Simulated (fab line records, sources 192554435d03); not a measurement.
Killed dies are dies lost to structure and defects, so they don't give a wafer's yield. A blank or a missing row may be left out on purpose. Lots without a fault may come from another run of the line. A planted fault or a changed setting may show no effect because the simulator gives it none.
Which tool did it? | flow n5_finfet | 24 lots, 72 wafers sampled, at 3 steps of a route of 1938

WHAT THE GAUGES READ, wafer by wafer
N5_BEOL_M1_CD_MEAS_28: target cd y 23.3 nm.
lot  | measured     | on        | cd_nm (nm)
L074 | day 6 07:43  | cd_sem-03 | 23.96 23.85 24.31
L075 | day 6 10:41  | cd_sem-03 | 24.35 23.78 24.71
L076 | day 6 19:16  | cd_sem-02 | 23.96 23.96 24.02
L077 | day 7 00:01  | cd_sem-03 | 23.95 24.10 24.04
L078 | day 7 00:05  | cd_sem-01 | 24.39 24.00 24.27
L079 | day 7 09:08  | cd_sem-01 | 24.10 23.71 23.88
L080 | day 7 18:54  | cd_sem-02 | 23.57 24.19 24.02
L081 | day 8 00:56  | cd_sem-01 | 23.73 24.30 24.04
L082 | day 8 04:21  | cd_sem-02 | 23.96 23.81 23.86
L083 | day 8 10:33  | cd_sem-03 | 24.25 24.02 24.02
L084 | day 9 01:26  | cd_sem-03 | 24.46 24.14 23.85
L085 | day 9 02:03  | cd_sem-02 | 23.80 23.89 23.87
L087 | day 9 10:43  | cd_sem-03 | 24.20 24.34 24.17
L086 | day 9 10:50  | cd_sem-02 | 24.20 24.01 23.93
L088 | day 9 23:53  | cd_sem-02 | 24.17 24.22 24.07
L089 | day 10 09:01 | cd_sem-02 | 24.45 24.11 24.11
L090 | day 10 11:09 | cd_sem-02 | 23.92 23.52 23.64
L091 | day 10 14:44 | cd_sem-02 | 23.87 23.79 23.89
L092 | day 10 14:55 | cd_sem-01 | 23.98 24.19 24.00
L093 | day 10 18:41 | cd_sem-03 | 24.01 24.19 23.92
L094 | day 11 07:13 | cd_sem-01 | 23.98 23.83 24.34
L095 | day 11 13:26 | cd_sem-02 | 24.05 23.86 23.88
L096 | day 11 19:29 | cd_sem-03 | 24.05 24.53 23.90
L097 | day 11 19:40 | cd_sem-03 | 24.00 24.22 24.28

WHICH TOOL RAN EACH LOT (tool, then ch and the chambers of the sampled wafers, then the start)
lot  | N5_BEOL_M1_ETCH_74                 | N5_BEOL_M1_STRIP_66
L074 | rie_diel-02 ch 2,3, day 6 06:53    | rie_diel-02 ch 2,3, day 6 07:04
L075 | rie_diel-02 ch 1,2,3, day 6 09:54  | rie_diel-02 ch 1,2,3, day 6 10:04
L076 | rie_diel-05 ch 0,2,3, day 6 18:25  | rie_diel-05 ch 0,2,3, day 6 18:35
L077 | rie_diel-02 ch 1,2, day 6 23:09    | rie_diel-02 ch 1,2, day 6 23:19
L078 | rie_diel-05 ch 1,2,3, day 6 23:14  | rie_diel-05 ch 1,2,3, day 6 23:24
L079 | rie_diel-02 ch 1,2,3, day 7 08:25  | rie_diel-02 ch 1,2,3, day 7 08:35
L080 | rie_diel-06 ch 2,3, day 7 18:03    | rie_diel-06 ch 2,3, day 7 18:14
L081 | rie_diel-02 ch 0,1,2, day 8 00:14  | rie_diel-02 ch 0,1,2, day 8 00:24
L082 | rie_diel-06 ch 2,3, day 8 03:20    | rie_diel-06 ch 2,3, day 8 03:31
L083 | rie_diel-02 ch 0,3, day 8 09:43    | rie_diel-02 ch 0,3, day 8 09:53
L084 | rie_diel-06 ch 1,2, day 9 00:41    | rie_diel-06 ch 1,2, day 9 00:51
L085 | rie_diel-02 ch 0,1,3, day 9 01:20  | rie_diel-02 ch 0,1,3, day 9 01:31
L087 | rie_diel-02 ch 1,3, day 9 10:01    | rie_diel-02 ch 1,3, day 9 10:11
L086 | rie_diel-06 ch 0,1, day 9 10:07    | rie_diel-06 ch 0,1, day 9 10:17
L088 | rie_diel-05 ch 0,2,3, day 9 22:59  | rie_diel-05 ch 0,2,3, day 9 23:09
L089 | rie_diel-05 ch 0,2,3, day 10 08:18 | rie_diel-05 ch 0,2,3, day 10 08:28
L090 | rie_diel-05 ch 0,1,2, day 10 10:26 | rie_diel-05 ch 0,1,2, day 10 10:37
L091 | rie_diel-06 ch 0,1,2, day 10 13:53 | rie_diel-06 ch 0,1,2, day 10 14:04
L092 | rie_diel-05 ch 1,2,3, day 10 14:02 | rie_diel-05 ch 1,2,3, day 10 14:13
L093 | rie_diel-02 ch 0,3, day 10 17:58   | rie_diel-02 ch 0,3, day 10 18:09
L094 | rie_diel-05 ch 1,2,3, day 11 06:30 | rie_diel-05 ch 1,2,3, day 11 06:40
L095 | rie_diel-06 ch 0,2,3, day 11 12:44 | rie_diel-06 ch 0,2,3, day 11 12:54
L096 | rie_diel-05 ch 1,3, day 11 18:31   | rie_diel-05 ch 1,3, day 11 18:41
L097 | rie_diel-02 ch 2,3, day 11 18:47   | rie_diel-02 ch 2,3, day 11 18:57
- N5_BEOL_M1_ETCH_74: etches underlayer in N2/H2, target depth 6.5 nm, time 5.2 s.
- N5_BEOL_M1_STRIP_66: strips in CF4.

WHAT THE TOOLS THEMSELVES READ (means of the sampled wafers that have a number; where no wafer has one, the mark that the record gives instead)
N5_BEOL_M1_ETCH_74.
lot  | tool        | drypump_motor_current_A (A) | etch_rf_on_time_s (s) | oes_product_au (a.u.) | rf_vpp_V (V) | showerhead_plenum_p_Torr (Torr) | throttle_valve_pct (%)
L074 | rie_diel-02 | 5.8                         | 5.16                  | 0.69                  | 524.2        | 2.59                            | 17.79
L075 | rie_diel-02 | 5.7                         | 5.13                  | 0.67                  | 525.2        | 2.61                            | 17.95
L076 | rie_diel-05 | 5.5                         | 5.22                  | 0.63                  | 522.9        | 2.56                            | 17.87
L077 | rie_diel-02 | 5.6                         | 5.15                  | 0.63                  | 526.8        | 2.63                            | 18.14
L078 | rie_diel-05 | 5.7                         | 5.13                  | 0.66                  | 525.3        | 2.57                            | 17.73
L079 | rie_diel-02 | 5.7                         | 5.25                  | 0.65                  | 527.1        | 2.60                            | 17.97
L080 | rie_diel-06 | 5.5                         | 5.29                  | 0.59                  | 520.9        | 2.44                            | 18.14
L081 | rie_diel-02 | 6.0                         | 5.16                  | 0.68                  | 525.6        | 2.62                            | 18.02
L082 | rie_diel-06 | 5.4                         | 5.22                  | 0.59                  | 520.4        | 2.44                            | 18.16
L083 | rie_diel-02 | 5.9                         | 5.13                  | 0.75                  | 524.8        | 2.58                            | 17.74
L084 | rie_diel-06 | 5.9                         | 5.22                  | 0.64                  | 523.4        | 2.49                            | 17.70
L085 | rie_diel-02 | 5.8                         | 5.22                  | 0.71                  | 525.4        | 2.61                            | 17.90
L087 | rie_diel-02 | 5.4                         | 5.20                  | 0.65                  | 524.7        | 2.62                            | 18.07
L086 | rie_diel-06 | 5.7                         | 5.14                  | 0.70                  | 521.7        | 2.44                            | 17.48
L088 | rie_diel-05 | 5.5                         | 5.08                  | 0.62                  | 524.5        | 2.55                            | 17.92
L089 | rie_diel-05 | 5.5                         | 5.10                  | 0.61                  | 523.5        | 2.54                            | 17.94
L090 | rie_diel-05 | 5.5                         | 5.17                  | 0.63                  | 524.3        | 2.56                            | 17.87
L091 | rie_diel-06 | 5.7                         | 5.25                  | 0.64                  | 520.3        | 2.46                            | 17.74
L092 | rie_diel-05 | 5.7                         | 5.13                  | 0.64                  | 524.3        | 2.56                            | 17.77
L093 | rie_diel-02 | 6.2                         | 5.18                  | 0.73                  | 525.3        | 2.59                            | 17.79
L094 | rie_diel-05 | 5.7                         | 5.13                  | 0.64                  | 524.3        | 2.56                            | 17.77
L095 | rie_diel-06 | 5.4                         | 5.18                  | 0.67                  | 524.4        | 2.54                            | 17.95
L096 | rie_diel-05 | 5.8                         | 5.10                  | 0.63                  | 526.7        | 2.63                            | 17.82
L097 | rie_diel-02 | 5.9                         | 5.10                  | 0.77                  | 524.1        | 2.58                            | 17.66

N5_BEOL_M1_STRIP_66.
lot  | tool        | drypump_motor_current_A (A) | oes_product_au (a.u.) | rf_vpp_V (V) | showerhead_plenum_p_Torr (Torr) | throttle_valve_pct (%)
L074 | rie_diel-02 | 5.7                         | 0.80                  | 273.0        | 1.82                            | 13.51
L075 | rie_diel-02 | 5.7                         | 0.76                  | 272.6        | 1.84                            | 13.69
L076 | rie_diel-05 | 5.5                         | 0.72                  | 270.6        | 1.82                            | 13.76
L077 | rie_diel-02 | 5.6                         | 0.72                  | 272.4        | 1.86                            | 13.88
L078 | rie_diel-05 | 5.7                         | 0.76                  | 271.8        | 1.82                            | 13.53
L079 | rie_diel-02 | 5.7                         | 0.76                  | 272.7        | 1.84                            | 13.72
L080 | rie_diel-06 | 5.4                         | 0.69                  | 268.7        | 1.73                            | 14.00
L081 | rie_diel-02 | 6.0                         | 0.78                  | 272.3        | 1.84                            | 13.72
L082 | rie_diel-06 | 5.4                         | 0.68                  | 270.4        | 1.73                            | 13.99
L083 | rie_diel-02 | 5.8                         | 0.86                  | 273.0        | 1.82                            | 13.39
L084 | rie_diel-06 | 5.9                         | 0.75                  | 271.0        | 1.77                            | 13.57
L085 | rie_diel-02 | 5.8                         | 0.82                  | 271.4        | 1.83                            | 13.59
L087 | rie_diel-02 | 5.5                         | 0.76                  | 272.5        | 1.84                            | 13.76
L086 | rie_diel-06 | 5.8                         | 0.81                  | 268.9        | 1.76                            | 13.47
L088 | rie_diel-05 | 5.5                         | 0.71                  | 270.2        | 1.81                            | 13.79
L089 | rie_diel-05 | 5.5                         | 0.71                  | 271.3        | 1.81                            | 13.79
L090 | rie_diel-05 | 5.5                         | 0.73                  | 271.1        | 1.81                            | 13.64
L091 | rie_diel-06 | 5.7                         | 0.75                  | 270.3        | 1.75                            | 13.64
L092 | rie_diel-05 | 5.7                         | 0.73                  | 270.7        | 1.81                            | 13.60
L093 | rie_diel-02 | 6.2                         | 0.84                  | 271.6        | 1.82                            | 13.43
L094 | rie_diel-05 | 5.7                         | 0.73                  | 270.7        | 1.81                            | 13.60
L095 | rie_diel-06 | 5.4                         | 0.78                  | 270.5        | 1.80                            | 13.75
L096 | rie_diel-05 | 5.7                         | 0.73                  | 272.9        | 1.84                            | 13.53
L097 | rie_diel-02 | 5.9                         | 0.89                  | 272.4        | 1.82                            | 13.37

THE ANSWER, worked out from the rows above alone
Rule: what is usual is taken from the lots themselves. Put in order of their means at a reading, lots are off if they are a third of the lots or fewer, leave a main group of 4 or more, and stand apart from it by a gap of 3 or more times the standard deviation of the main group's means; of several such gaps the widest counts. A main group whose means are all the same, to the digits that the tables above print for the reading, isn't used. A lot without any number at a reading at which 4 lots or more have one is off too. The other lots that the step has rows for count as sound. The gauges are gone through in route order, then the tools' own readings, and for those a lot's mean is taken as printed above. The first step at which some lot is off is used, and at that step the reading that is off furthest; a lot without a number counts as furthest.
No lot is off at any reading shown: from this, nothing can be told.

WHAT THE SIMULATOR HAD PUT IN
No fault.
